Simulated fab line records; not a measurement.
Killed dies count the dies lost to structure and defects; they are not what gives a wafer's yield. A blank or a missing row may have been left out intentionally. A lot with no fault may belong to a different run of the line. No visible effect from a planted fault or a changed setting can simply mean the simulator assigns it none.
fab line records :: flow nand_harc :: part 2 of 2: steps 29 to 38 of 38
[record]
  lots = 5
  wafers = 15
  last_day = 24
route steps=1159 shown P_M0@273 P_M1@285
lots that met no fault: taken from a fault-free run of the same line
start_h: hours from the record's first day to the start of the lot's first wafer shown :: wait_h: hours elapsed since this lot's preceding step :: " the same as in the row above :: L1.1+2: several wafers, shown together as one row :: - no value, or no start given :: * or withheld: withheld :: < > ~ a bound
route shown NAME@n: NAME is a module with steps in the file, n the number in the route of the first one :: usual: the fault-free wafers' mean and standard deviation :: same: alike in all rows :: chamber/n: place in a boat :: sites: readings site by site :: _std_site: the standard deviation of these :: _edge_site: the outer-site mean with the inner-site mean subtracted :: radius_mm: for every site, how far away it sits from the centre of the wafer :: mask NAME#n: copy n :: behind: tool/chamber where the wafer was last shaped :: hold: what put the lot on hold/how long, in hours/how the hold closed :: device: which transistor (n, p or np) failed to switch :: end of line: the route-end tests of the same wafers :: where a step has no rows: the recipe by itself :: killed: count of dies lost to structure and defects at first sort (not the wafer's yield) :: map: per-die view of a wafer (x killed, . not killed, _ where there is no die)
set.NAME: setting as actually run; set.NAME@STEP: the setting as run at that earlier step :: model.NAME: the simulator's own value behind a step, which no gauge read
lots seen at some steps along the route; tables by step, rows by wafer
services: from which hour (start_h, from the record's first day; less than 0 if before it) a tool's chamber was out of use, for how many hours, and why
[[steps]]
[step NHARC_P_M1_STRIP_18]
[recipe]
  power_w = 1000
  n2_flow_sccm = 150
  h2_flow_sccm = 150
  ar_flow_sccm = 0
  bias_w = 0
  chemistry = N2/H2
[usual]
  drypump_motor_current_A = 6.0/0.52
  h2_flow_sccm = 149.9/0.46
  oes_product_au = 0.999/0.0083
  rf_vpp_V = 90.7/1
  showerhead_plenum_p_Torr = 2.04/0.096
  throttle_valve_pct = 14.172/0.0094
lot.wafer: L074.2
tool: rie_diel-06
chamber: 2
start_h: 123.38
wait_h: 0.1
drypump_motor_current_A: 5.6
h2_flow_sccm: 149.4
oes_product_au: 0.990
rf_hours_counter_h: 1.0
rf_vpp_V: 89.7
showerhead_plenum_p_Torr: 2.06
throttle_valve_pct: 14.186

lot.wafer: L074.3
tool: rie_diel-06
chamber: 3
start_h: 123.38
wait_h: 0.1
drypump_motor_current_A: 5.8
h2_flow_sccm: 150.7
oes_product_au: 0.996
rf_hours_counter_h: 1.0
rf_vpp_V: 92.0
showerhead_plenum_p_Torr: 2.13
throttle_valve_pct: 14.165

lot.wafer: L074.5
tool: rie_diel-06
chamber: 0
start_h: 123.38
wait_h: 0.1
drypump_motor_current_A: 6.6
h2_flow_sccm: 150.7
oes_product_au: 0.994
rf_hours_counter_h: -
rf_vpp_V: 92.2
showerhead_plenum_p_Torr: 2.20
throttle_valve_pct: 14.174

lot.wafer: L076.2
tool: rie_diel-04
chamber: 3
start_h: 136.92
wait_h: 0.1
drypump_motor_current_A: 6.3
h2_flow_sccm: 148.7
oes_product_au: 0.990
rf_hours_counter_h: 0.8
rf_vpp_V: 90.4
showerhead_plenum_p_Torr: 1.92
throttle_valve_pct: 14.170

lot.wafer: L076.4
tool: rie_diel-04
chamber: 1
start_h: 136.92
wait_h: 0.1
drypump_motor_current_A: 5.4
h2_flow_sccm: 149.3
oes_product_au: 0.997
rf_hours_counter_h: 1.0
rf_vpp_V: 90.0
showerhead_plenum_p_Torr: 1.98
throttle_valve_pct: 14.172

lot.wafer: L076.5
tool: rie_diel-04
chamber: 3
start_h: 136.92
wait_h: 0.1
drypump_motor_current_A: 6.3
h2_flow_sccm: 148.7
oes_product_au: 0.991
rf_hours_counter_h: -
rf_vpp_V: 89.0
showerhead_plenum_p_Torr: 1.92
throttle_valve_pct: 14.187

lot.wafer: L077.2
tool: rie_diel-04
chamber: 1
start_h: 138.51
wait_h: 0.1
drypump_motor_current_A: 5.4
h2_flow_sccm: 149.4
oes_product_au: 0.998
rf_hours_counter_h: 1.0
rf_vpp_V: 90.4
showerhead_plenum_p_Torr: 1.98
throttle_valve_pct: 14.175

lot.wafer: L077.4
tool: rie_diel-04
chamber: 0
start_h: 138.51
wait_h: 0.1
drypump_motor_current_A: 5.0
h2_flow_sccm: 150.1
oes_product_au: 0.992
rf_hours_counter_h: 0.8
rf_vpp_V: 91.1
showerhead_plenum_p_Torr: 2.12
throttle_valve_pct: 14.165

lot.wafer: L077.5
tool: rie_diel-04
chamber: 2
start_h: 138.51
wait_h: 0.1
drypump_motor_current_A: 6.3
h2_flow_sccm: 150.5
oes_product_au: 1.012
rf_hours_counter_h: -
rf_vpp_V: 90.7
showerhead_plenum_p_Torr: 1.94
throttle_valve_pct: 14.187

lot.wafer: L091.2
tool: rie_diel-01
chamber: 2
start_h: 225.49
wait_h: 0.1
drypump_motor_current_A: 5.3
h2_flow_sccm: 150.7
oes_product_au: 1.008
rf_hours_counter_h: 5.9
rf_vpp_V: 93.3
showerhead_plenum_p_Torr: 2.18
throttle_valve_pct: 14.169

lot.wafer: L091.4
tool: rie_diel-01
chamber: 1
start_h: 225.49
wait_h: 0.1
drypump_motor_current_A: 5.5
h2_flow_sccm: 150.3
oes_product_au: 1.001
rf_hours_counter_h: 6.8
rf_vpp_V: 88.9
showerhead_plenum_p_Torr: 2.02
throttle_valve_pct: 14.176

lot.wafer: L091.5
tool: rie_diel-01
chamber: 3
start_h: 225.49
wait_h: 0.1
drypump_motor_current_A: 6.7
h2_flow_sccm: 149.9
oes_product_au: 1.015
rf_hours_counter_h: -
rf_vpp_V: 89.7
showerhead_plenum_p_Torr: 1.90
throttle_valve_pct: 14.168

lot.wafer: L094.2
tool: rie_diel-01
chamber: 2
start_h: 241.29
wait_h: 0.1
drypump_motor_current_A: 5.3
h2_flow_sccm: 149.9
oes_product_au: 1.004
rf_hours_counter_h: 6.2
rf_vpp_V: 90.5
showerhead_plenum_p_Torr: 2.18
throttle_valve_pct: 14.169

lot.wafer: L094.4
tool: rie_diel-01
chamber: 3
start_h: 241.29
wait_h: 0.1
drypump_motor_current_A: 6.7
h2_flow_sccm: 149.3
oes_product_au: 0.997
rf_hours_counter_h: 7.0
rf_vpp_V: 90.2
showerhead_plenum_p_Torr: 1.90
throttle_valve_pct: 14.176

lot.wafer: L094.1
tool: rie_diel-01
chamber: 1
start_h: 241.29
wait_h: 0.1
drypump_motor_current_A: 5.5
h2_flow_sccm: 149.9
oes_product_au: 0.995
rf_hours_counter_h: 7.4
rf_vpp_V: 90.4
showerhead_plenum_p_Torr: 2.02
throttle_valve_pct: 14.159
[step NHARC_P_M1_ETCH_28]
[recipe]
  target_depth_a = 300
  over_etch_frac = 0.3
  time_s = 72.99
  ion_energy_ev = 150
  cf4_flow_sccm = 50
  n2_flow_sccm = 100
  ar_flow_sccm = 150
  rf_w = 300
  bias_w = 100
  chemistry = CF4/N2
[usual]
  drypump_motor_current_A = 5.9/0.53
  oes_product_au = 1.000/0.0086
  rf_vpp_V = 314.2/2.1
  showerhead_plenum_p_Torr = 2.63/0.11
  throttle_valve_pct = 19.795/0.0099
lot.wafer: L074.2
tool: rie_diel-06
chamber: 1
start_h: -
wait_h: -
drypump_motor_current_A: 6.3
oes_product_au: 1.000
rf_hours_counter_h: 1.0
rf_vpp_V: 312.3
showerhead_plenum_p_Torr: 2.54
throttle_valve_pct: 19.796

lot.wafer: L074.3
tool: rie_diel-06
chamber: 0
start_h: -
wait_h: -
drypump_motor_current_A: 6.6
oes_product_au: 1.005
rf_hours_counter_h: 1.1
rf_vpp_V: 317.5
showerhead_plenum_p_Torr: 2.81
throttle_valve_pct: 19.795

lot.wafer: L074.5
tool: rie_diel-06
chamber: 1
start_h: -
wait_h: -
drypump_motor_current_A: 6.3
oes_product_au: 1.004
rf_hours_counter_h: -
rf_vpp_V: 311.8
showerhead_plenum_p_Torr: 2.54
throttle_valve_pct: 19.804

lot.wafer: L076.2
tool: rie_diel-04
chamber: 1
start_h: -
wait_h: -
drypump_motor_current_A: 5.4
oes_product_au: 0.987
rf_hours_counter_h: 1.0
rf_vpp_V: 313.5
showerhead_plenum_p_Torr: 2.56
throttle_valve_pct: 19.788

lot.wafer: L076.4
tool: rie_diel-04
chamber: 3
start_h: -
wait_h: -
drypump_motor_current_A: 6.4
oes_product_au: 0.992
rf_hours_counter_h: 0.9
rf_vpp_V: 311.4
showerhead_plenum_p_Torr: 2.48
throttle_valve_pct: 19.806

lot.wafer: L076.5
tool: rie_diel-04
chamber: 1
start_h: -
wait_h: -
drypump_motor_current_A: 5.4
oes_product_au: 0.977
rf_hours_counter_h: -
rf_vpp_V: 312.2
showerhead_plenum_p_Torr: 2.56
throttle_valve_pct: 19.787

lot.wafer: L077.4
tool: rie_diel-04
chamber: 2
start_h: -
wait_h: -
drypump_motor_current_A: 6.3
oes_product_au: 1.009
rf_hours_counter_h: 1.2
rf_vpp_V: 313.2
showerhead_plenum_p_Torr: 2.51
throttle_valve_pct: 19.790

lot.wafer: L077.2
tool: rie_diel-04
chamber: 3
start_h: -
wait_h: -
drypump_motor_current_A: 6.4
oes_product_au: 0.995
rf_hours_counter_h: 0.9
rf_vpp_V: 312.6
showerhead_plenum_p_Torr: 2.48
throttle_valve_pct: 19.804

lot.wafer: L077.5
tool: rie_diel-04
chamber: 1
start_h: -
wait_h: -
drypump_motor_current_A: 5.4
oes_product_au: 0.978
rf_hours_counter_h: -
rf_vpp_V: 312.8
showerhead_plenum_p_Torr: 2.56
throttle_valve_pct: 19.803

lot.wafer: L091.4
tool: rie_diel-01
chamber: 2
start_h: -
wait_h: -
drypump_motor_current_A: 5.3
oes_product_au: 1.009
rf_hours_counter_h: 5.9
rf_vpp_V: 315.8
showerhead_plenum_p_Torr: 2.79
throttle_valve_pct: 19.790

lot.wafer: L091.2
tool: rie_diel-01
chamber: 3
start_h: -
wait_h: -
drypump_motor_current_A: 6.6
oes_product_au: 1.005
rf_hours_counter_h: 6.5
rf_vpp_V: 312.3
showerhead_plenum_p_Torr: 2.47
throttle_valve_pct: 19.793

lot.wafer: L091.5
tool: rie_diel-01
chamber: 1
start_h: -
wait_h: -
drypump_motor_current_A: 5.5
oes_product_au: 0.997
rf_hours_counter_h: -
rf_vpp_V: 314.7
showerhead_plenum_p_Torr: 2.60
throttle_valve_pct: 19.791

lot.wafer: L094.4
tool: rie_diel-01
chamber: 1
start_h: -
wait_h: -
drypump_motor_current_A: 5.5
oes_product_au: 1.004
rf_hours_counter_h: 7.4
rf_vpp_V: 313.5
showerhead_plenum_p_Torr: 2.60
throttle_valve_pct: 19.803

lot.wafer: L094.2
tool: rie_diel-01
chamber: 2
start_h: -
wait_h: -
drypump_motor_current_A: 5.3
oes_product_au: 1.011
rf_hours_counter_h: 6.3
rf_vpp_V: 316.9
showerhead_plenum_p_Torr: 2.79
throttle_valve_pct: 19.793

lot.wafer: L094.1
tool: rie_diel-01
chamber: 3
start_h: -
wait_h: -
drypump_motor_current_A: 6.7
oes_product_au: 0.995
rf_hours_counter_h: 7.1
rf_vpp_V: 311.2
showerhead_plenum_p_Torr: 2.46
throttle_valve_pct: 19.773
[step NHARC_P_M1_STRIP_19]
[recipe]
  time_s = 600
  temp_c = 30
  chemistry = post_etch_residue_remover
lot.wafer: L074.2+3+5
tool: wet_bench-10
chamber: 3,4,5
start_h: 123.71
wait_h: -

lot.wafer: L076.5+4+2
tool: wet_bench-10
chamber: 4,5,7
start_h: 137.28
wait_h: -

lot.wafer: L077.4+2+5
tool: wet_bench-08
chamber: 3,4,6
start_h: 138.88
wait_h: -

lot.wafer: L091.2+5+4
tool: wet_bench-08
chamber: 0,1,2
start_h: 225.88
wait_h: -

lot.wafer: L094.1+4+2
tool: wet_bench-08
chamber: 5,6,0
start_h: 241.67
wait_h: -
[step NHARC_P_M1_DEGAS_29]
[recipe]
  temp_c = 250
  time_s = 60
[usual]
  heater_power_w = 334/37
lot.wafer: L074.3
tool: pvd_sputter-01
chamber: -
start_h: 123.98
wait_h: -
heater_power_w: 363

lot.wafer: L074.2
tool: pvd_sputter-01
chamber: -
start_h: 123.98
wait_h: -
heater_power_w: 391

lot.wafer: L074.5
tool: pvd_sputter-01
chamber: -
start_h: 123.98
wait_h: -
heater_power_w: 303

lot.wafer: L076.2
tool: pvd_sputter-03
chamber: -
start_h: 137.53
wait_h: -
heater_power_w: 307

lot.wafer: L076.4
tool: pvd_sputter-03
chamber: -
start_h: 137.53
wait_h: -
heater_power_w: 410

lot.wafer: L076.5
tool: pvd_sputter-03
chamber: -
start_h: 137.53
wait_h: -
heater_power_w: 315

lot.wafer: L077.4
tool: pvd_sputter-01
chamber: -
start_h: 139.17
wait_h: -
heater_power_w: 310

lot.wafer: L077.2
tool: pvd_sputter-01
chamber: -
start_h: 139.17
wait_h: -
heater_power_w: 304

lot.wafer: L077.5
tool: pvd_sputter-01
chamber: -
start_h: 139.17
wait_h: -
heater_power_w: 396

lot.wafer: L091.2
tool: pvd_sputter-03
chamber: -
start_h: 226.13
wait_h: -
heater_power_w: 405

lot.wafer: L091.4
tool: pvd_sputter-03
chamber: -
start_h: 226.13
wait_h: -
heater_power_w: 289

lot.wafer: L091.5
tool: pvd_sputter-03
chamber: -
start_h: 226.13
wait_h: -
heater_power_w: 402

lot.wafer: L094.2
tool: pvd_sputter-02
chamber: -
start_h: 241.93
wait_h: -
heater_power_w: 274

lot.wafer: L094.1
tool: pvd_sputter-02
chamber: -
start_h: 241.93
wait_h: -
heater_power_w: 359

lot.wafer: L094.4
tool: pvd_sputter-02
chamber: -
start_h: 241.93
wait_h: -
heater_power_w: 353
[step NHARC_P_M1_PRE_CLEAN_30]
[recipe]
  time_s = 30
  temp_c = 280
  gas = H2/He
[usual]
  heater_power_w = 415/47
lot.wafer: L074.3
tool: pvd_sputter-01
chamber: -
start_h: -
wait_h: -
heater_power_w: 433

lot.wafer: L074.2
tool: pvd_sputter-01
chamber: -
start_h: -
wait_h: -
heater_power_w: 365

lot.wafer: L074.5
tool: pvd_sputter-01
chamber: -
start_h: -
wait_h: -
heater_power_w: 478

lot.wafer: L076.2
tool: pvd_sputter-03
chamber: -
start_h: -
wait_h: -
heater_power_w: 380

lot.wafer: L076.4
tool: pvd_sputter-03
chamber: -
start_h: -
wait_h: -
heater_power_w: 358

lot.wafer: L076.5
tool: pvd_sputter-03
chamber: -
start_h: -
wait_h: -
heater_power_w: 366

lot.wafer: L077.4
tool: pvd_sputter-01
chamber: -
start_h: -
wait_h: -
heater_power_w: 366

lot.wafer: L077.2
tool: pvd_sputter-01
chamber: -
start_h: -
wait_h: -
heater_power_w: 446

lot.wafer: L077.5
tool: pvd_sputter-01
chamber: -
start_h: -
wait_h: -
heater_power_w: 489

lot.wafer: L091.2
tool: pvd_sputter-03
chamber: -
start_h: -
wait_h: -
heater_power_w: 494

lot.wafer: L091.4
tool: pvd_sputter-03
chamber: -
start_h: -
wait_h: -
heater_power_w: 351

lot.wafer: L091.5
tool: pvd_sputter-03
chamber: -
start_h: -
wait_h: -
heater_power_w: 371

lot.wafer: L094.1
tool: pvd_sputter-02
chamber: -
start_h: -
wait_h: -
heater_power_w: 446

lot.wafer: L094.4
tool: pvd_sputter-02
chamber: -
start_h: -
wait_h: -
heater_power_w: 437

lot.wafer: L094.2
tool: pvd_sputter-02
chamber: -
start_h: -
wait_h: -
heater_power_w: 341
[step NHARC_P_M1_PVD_20]
[recipe]
  target_thk_a = 50
  bias_v = 168.6
  power_w = 15000
  chamber_pressure_pa = 0.12
  time_s = 8.06
  substrate_temp_c = 50
  material = TaN
[usual]
  throttle_valve_pct = 30.4/1.3
lot.wafer: L074.2
tool: pvd_sputter-01
chamber: -
start_h: -
wait_h: -
throttle_valve_pct: 27.7

lot.wafer: L074.3
tool: pvd_sputter-01
chamber: -
start_h: -
wait_h: -
throttle_valve_pct: 31.2

lot.wafer: L074.5
tool: pvd_sputter-01
chamber: -
start_h: -
wait_h: -
throttle_valve_pct: 29.7

lot.wafer: L076.4
tool: pvd_sputter-03
chamber: -
start_h: -
wait_h: -
throttle_valve_pct: 30.6

lot.wafer: L076.2
tool: pvd_sputter-03
chamber: -
start_h: -
wait_h: -
throttle_valve_pct: 31.0

lot.wafer: L076.5
tool: pvd_sputter-03
chamber: -
start_h: -
wait_h: -
throttle_valve_pct: 31.5

lot.wafer: L077.4
tool: pvd_sputter-01
chamber: -
start_h: -
wait_h: -
throttle_valve_pct: 30.3

lot.wafer: L077.2
tool: pvd_sputter-01
chamber: -
start_h: -
wait_h: -
throttle_valve_pct: 31.1

lot.wafer: L077.5
tool: pvd_sputter-01
chamber: -
start_h: -
wait_h: -
throttle_valve_pct: 30.1

lot.wafer: L091.2
tool: pvd_sputter-03
chamber: -
start_h: -
wait_h: -
throttle_valve_pct: 30.6

lot.wafer: L091.4
tool: pvd_sputter-03
chamber: -
start_h: -
wait_h: -
throttle_valve_pct: 31.8

lot.wafer: L091.5
tool: pvd_sputter-03
chamber: -
start_h: -
wait_h: -
throttle_valve_pct: 30.6

lot.wafer: L094.4
tool: pvd_sputter-02
chamber: -
start_h: -
wait_h: -
throttle_valve_pct: 30.6

lot.wafer: L094.2
tool: pvd_sputter-02
chamber: -
start_h: -
wait_h: -
throttle_valve_pct: 28.1

lot.wafer: L094.1
tool: pvd_sputter-02
chamber: -
start_h: -
wait_h: -
throttle_valve_pct: 30.7
[step NHARC_P_M1_PVD_21]
[recipe]
  target_thk_a = 300
  chamber_pressure_pa = 5
  power_w = 5000
  substrate_temp_c = 30
  time_s = 20.49
  material = Cu
[usual]
  throttle_valve_pct = 30.4/1.3
lot.wafer: L074.2
tool: pvd_sputter-01
chamber: -
start_h: -
wait_h: -
throttle_valve_pct: 27.7

lot.wafer: L074.3
tool: pvd_sputter-01
chamber: -
start_h: -
wait_h: -
throttle_valve_pct: 31.2

lot.wafer: L074.5
tool: pvd_sputter-01
chamber: -
start_h: -
wait_h: -
throttle_valve_pct: 30.1

lot.wafer: L076.2
tool: pvd_sputter-03
chamber: -
start_h: -
wait_h: -
throttle_valve_pct: 30.3

lot.wafer: L076.4
tool: pvd_sputter-03
chamber: -
start_h: -
wait_h: -
throttle_valve_pct: 30.8

lot.wafer: L076.5
tool: pvd_sputter-03
chamber: -
start_h: -
wait_h: -
throttle_valve_pct: 32.6

lot.wafer: L077.4
tool: pvd_sputter-01
chamber: -
start_h: -
wait_h: -
throttle_valve_pct: 27.5

lot.wafer: L077.2
tool: pvd_sputter-01
chamber: -
start_h: -
wait_h: -
throttle_valve_pct: 30.3

lot.wafer: L077.5
tool: pvd_sputter-01
chamber: -
start_h: -
wait_h: -
throttle_valve_pct: 27.4

lot.wafer: L091.4
tool: pvd_sputter-03
chamber: -
start_h: -
wait_h: -
throttle_valve_pct: 30.0

lot.wafer: L091.2
tool: pvd_sputter-03
chamber: -
start_h: -
wait_h: -
throttle_valve_pct: 31.5

lot.wafer: L091.5
tool: pvd_sputter-03
chamber: -
start_h: -
wait_h: -
throttle_valve_pct: 31.2

lot.wafer: L094.1
tool: pvd_sputter-02
chamber: -
start_h: -
wait_h: -
throttle_valve_pct: 30.1

lot.wafer: L094.4
tool: pvd_sputter-02
chamber: -
start_h: -
wait_h: -
throttle_valve_pct: 30.6

lot.wafer: L094.2
tool: pvd_sputter-02
chamber: -
start_h: -
wait_h: -
throttle_valve_pct: 28.2
[step NHARC_P_M1_ECD_22]
[recipe]
  target_thk_a = 4000
  bath_temp_c = 25
  material = Cu
lot.wafer: L074.2+3+5
tool: ecd_cu-02
chamber: 1,0,1
start_h: 124.41
wait_h: -

lot.wafer: L076.2+4+5
tool: ecd_cu-02
chamber: 0,1,0
start_h: 137.92
wait_h: -

lot.wafer: L077.2+4+5
tool: ecd_cu-01
chamber: 0,1,0
start_h: 139.52
wait_h: -

lot.wafer: L091.2+4+5
tool: ecd_cu-01
chamber: 0
start_h: 226.56
wait_h: -

lot.wafer: L094.2+1+4
tool: ecd_cu-01
chamber: 1,0,1
start_h: 242.29
wait_h: -
[step NHARC_P_M1_ANNEAL_31]
[recipe]
  temp_c = 225
  time_s = 90
[usual]
  anneal_temp_c_max = 225.86/0.21
  wafer_temp_C_max = 226.1/0.42
lot.wafer: L074.2
tool: rtp_anneal-02
chamber: 0
start_h: 124.80
wait_h: 0.3
anneal_temp_c_max: 225.72
wafer_temp_C_max: 225.9

lot.wafer: L074.3
tool: rtp_anneal-02
chamber: 0
start_h: 124.80
wait_h: 0.3
anneal_temp_c_max: 226.00
wafer_temp_C_max: 226.8

lot.wafer: L074.5
tool: rtp_anneal-02
chamber: 0
start_h: 124.80
wait_h: 0.3
anneal_temp_c_max: 225.71
wafer_temp_C_max: 226.5

lot.wafer: L076.2
tool: rtp_anneal-02
chamber: 0
start_h: 138.34
wait_h: -
anneal_temp_c_max: 226.01
wafer_temp_C_max: 227.2

lot.wafer: L076.4
tool: rtp_anneal-02
chamber: 0
start_h: 138.34
wait_h: -
anneal_temp_c_max: 226.05
wafer_temp_C_max: 226.4

lot.wafer: L076.5
tool: rtp_anneal-02
chamber: 0
start_h: 138.34
wait_h: -
anneal_temp_c_max: 225.76
wafer_temp_C_max: 226.3

lot.wafer: L077.2
tool: rtp_anneal-02
chamber: 0
start_h: 139.94
wait_h: -
anneal_temp_c_max: 225.67
wafer_temp_C_max: 226.3

lot.wafer: L077.4
tool: rtp_anneal-02
chamber: 0
start_h: 139.94
wait_h: -
anneal_temp_c_max: 225.76
wafer_temp_C_max: 226.3

lot.wafer: L077.5
tool: rtp_anneal-02
chamber: 0
start_h: 139.94
wait_h: -
anneal_temp_c_max: 225.91
wafer_temp_C_max: 226.5

lot.wafer: L091.2
tool: rtp_anneal-01
chamber: 0
start_h: 227.13
wait_h: 0.5
anneal_temp_c_max: 225.82
wafer_temp_C_max: 226.1

lot.wafer: L091.4
tool: rtp_anneal-01
chamber: 0
start_h: 227.13
wait_h: 0.5
anneal_temp_c_max: 225.88
wafer_temp_C_max: 225.8

lot.wafer: L091.5
tool: rtp_anneal-01
chamber: 0
start_h: 227.13
wait_h: 0.5
anneal_temp_c_max: 225.88
wafer_temp_C_max: 225.8

lot.wafer: L094.1
tool: rtp_anneal-01
chamber: 0
start_h: 242.69
wait_h: 0.3
anneal_temp_c_max: 225.62
wafer_temp_C_max: 226.0

lot.wafer: L094.2
tool: rtp_anneal-01
chamber: 0
start_h: 242.69
wait_h: 0.3
anneal_temp_c_max: 225.95
wafer_temp_C_max: 225.5

lot.wafer: L094.4
tool: rtp_anneal-01
chamber: 0
start_h: 242.69
wait_h: 0.3
anneal_temp_c_max: 225.94
wafer_temp_C_max: 225.9
[step NHARC_P_M1_CMP_23]
[recipe]
  t_overpolish_s = 20
  target_thk_nm = 157.82
[usual]
  motor_current_A = 12.0/1.1
  time_to_endpoint_s = 28.3/1.9
lot.wafer: L074.3
tool: cmp-01
chamber: 3
start_h: 125.09
wait_h: -
motor_current_A: 11.1
time_to_endpoint_s: 26.2

lot.wafer: L074.2
tool: cmp-01
chamber: 2
start_h: 125.09
wait_h: -
motor_current_A: 9.8
time_to_endpoint_s: 30.3

lot.wafer: L074.5
tool: cmp-01
chamber: 3
start_h: 125.09
wait_h: -
motor_current_A: 11.1
time_to_endpoint_s: 28.2

lot.wafer: L076.2
tool: cmp-01
chamber: 0
start_h: 138.70
wait_h: -
motor_current_A: 12.4
time_to_endpoint_s: 32.3

lot.wafer: L076.4
tool: cmp-01
chamber: 1
start_h: 138.70
wait_h: -
motor_current_A: 10.9
time_to_endpoint_s: 30.3

lot.wafer: L076.5
tool: cmp-01
chamber: 3
start_h: 138.70
wait_h: -
motor_current_A: 11.3
time_to_endpoint_s: 29.5

lot.wafer: L077.2
tool: cmp-02
chamber: 0
start_h: 140.27
wait_h: -
motor_current_A: 13.1
time_to_endpoint_s: 25.7

lot.wafer: L077.4
tool: cmp-02
chamber: 2
start_h: 140.27
wait_h: -
motor_current_A: 11.2
time_to_endpoint_s: 25.2

lot.wafer: L077.5
tool: cmp-02
chamber: 0
start_h: 140.27
wait_h: -
motor_current_A: 12.6
time_to_endpoint_s: 26.7

lot.wafer: L091.4
tool: cmp-01
chamber: 1
start_h: 227.45
wait_h: -
motor_current_A: 11.0
time_to_endpoint_s: 25.9

lot.wafer: L091.2
tool: cmp-01
chamber: 2
start_h: 227.45
wait_h: -
motor_current_A: 9.8
time_to_endpoint_s: 28.9

lot.wafer: L091.5
tool: cmp-01
chamber: 0
start_h: 227.45
wait_h: -
motor_current_A: 11.8
time_to_endpoint_s: 29.8

lot.wafer: L094.1
tool: cmp-03
chamber: 1
start_h: 243.04
wait_h: -
motor_current_A: 13.5
time_to_endpoint_s: 29.3

lot.wafer: L094.2
tool: cmp-03
chamber: 3
start_h: 243.04
wait_h: -
motor_current_A: 12.2
time_to_endpoint_s: 27.7

lot.wafer: L094.4
tool: cmp-03
chamber: 0
start_h: 243.04
wait_h: -
motor_current_A: 13.5
time_to_endpoint_s: 28.5
[[services]]
tool: ecd_cu-01
chamber: -
start_h: 96.00
hours: 8.0
kind: pm

tool: rtp_anneal-02
chamber: -
start_h: 96.19
hours: 1.3
kind: repair

tool: pecvd-02
chamber: 1
start_h: 98.00
hours: 5.1
kind: repair

tool: pvd_sputter-03
chamber: -
start_h: 102.00
hours: 10.0
kind: pm

tool: rie_diel-06
chamber: -
start_h: 102.34
hours: 0.9
kind: repair

tool: rie_diel-04
chamber: -
start_h: 111.90
hours: 9.0
kind: pm

tool: rie_diel-01
chamber: 2
start_h: 112.53
hours: 6.3
kind: repair

tool: rie_diel-01
chamber: -
start_h: 138.10
hours: 9.0
kind: pm

tool: litho_track-04
chamber: -
start_h: 141.00
hours: 7.0
kind: pm

tool: pvd_sputter-02
chamber: -
start_h: 156.62
hours: 3.6
kind: repair

tool: pvd_sputter-01
chamber: -
start_h: 162.10
hours: 10.0
kind: pm

tool: pvd_sputter-01
chamber: -
start_h: 180.76
hours: 0.5
kind: repair

tool: rie_diel-04
chamber: 3
start_h: 183.89
hours: 4.7
kind: repair

tool: rie_diel-04
chamber: 2
start_h: 186.92
hours: 15.0
kind: repair

tool: wet_bench-08
chamber: -
start_h: 190.63
hours: 1.3
kind: repair

tool: rie_diel-06
chamber: 2
start_h: 194.81
hours: 6.5
kind: repair

tool: pecvd-04
chamber: -
start_h: 195.36
hours: 13.0
kind: pm

tool: rie_diel-06
chamber: 2
start_h: 206.64
hours: 23.1
kind: repair

tool: pvd_sputter-02
chamber: -
start_h: 214.00
hours: 10.0
kind: pm

tool: rie_diel-06
chamber: 0
start_h: 223.64
hours: 2.7
kind: repair

tool: wet_bench-08
chamber: -
start_h: 227.05
hours: 5.3
kind: repair

tool: rie_diel-01
chamber: 2
start_h: 227.74
hours: 4.7
kind: repair

tool: wet_bench-08
chamber: -
start_h: 232.36
hours: 8.0
kind: pm

tool: rie_diel-06
chamber: -
start_h: 241.20
hours: 9.0
kind: pm
